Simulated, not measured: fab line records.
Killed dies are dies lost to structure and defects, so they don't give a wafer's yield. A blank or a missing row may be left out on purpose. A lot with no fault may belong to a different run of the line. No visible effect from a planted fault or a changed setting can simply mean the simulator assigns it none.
Matching of chambers -- flow n5-finfet -- rie-diel-01 running N5_BEOL_M14_ETCH_68: 4 sister chambers
The step etches SOC in N2/H2, time 450 s. 8 wafers are shown with their chamber, then 9 later ones without.

== WAFERS, EACH WITH ITS CHAMBER ==
wafer,chamber,showerhead-plenum-p-Torr (Torr),throttle-valve-pct (%)
L083.2,0,2.51,17.84
L082.6,3,2.44,17.55
L084.2,1,2.49,17.52
L084.5,0,2.50,17.85
L085.3,1,2.49,17.52
L086.2,2,2.43,17.79
L086.3,3,2.44,17.58
L086.6,2,2.43,17.79

== WAFERS WHOSE CHAMBER IS MISSING ==
wafer,showerhead-plenum-p-Torr (Torr),throttle-valve-pct (%)
L095.3,2.48,17.55
L095.4,2.43,17.60
L095.6,2.49,17.90
L096.1,2.49,17.89
L096.4,2.43,17.62
L096.5,2.48,17.55
L097.1,2.48,17.57
L097.3,2.43,17.62
L097.5,2.43,17.60

== WHICH CHAMBER EACH WENT THROUGH ==
wafer,from the rows above,in truth
L095.3,1,1
L095.4,3,3
L095.6,0,0
L096.1,0,0
L096.4,3,3
L096.5,1,1
L097.1,1,1
L097.3,3,3
L097.5,3,3
9 of 9 placed correctly. From these rows, 0 cannot be placed. Placed wrongly: 0.
How it was worked out, from the rows above alone: a wafer's distance from a chamber is the root of the sum, over the readings, of the square of ((its reading less the chamber's mean) divided by the reading's scatter). If the next closest chamber is less than 2 further off than the closest, the wafer can't be placed; otherwise it belongs to the closest. A chamber's mean is the mean of its shown wafers. The scatter: take each reading less its chamber's mean, square it, sum over the shown wafers, divide by the number of wafers less the number of chambers, and take the root.
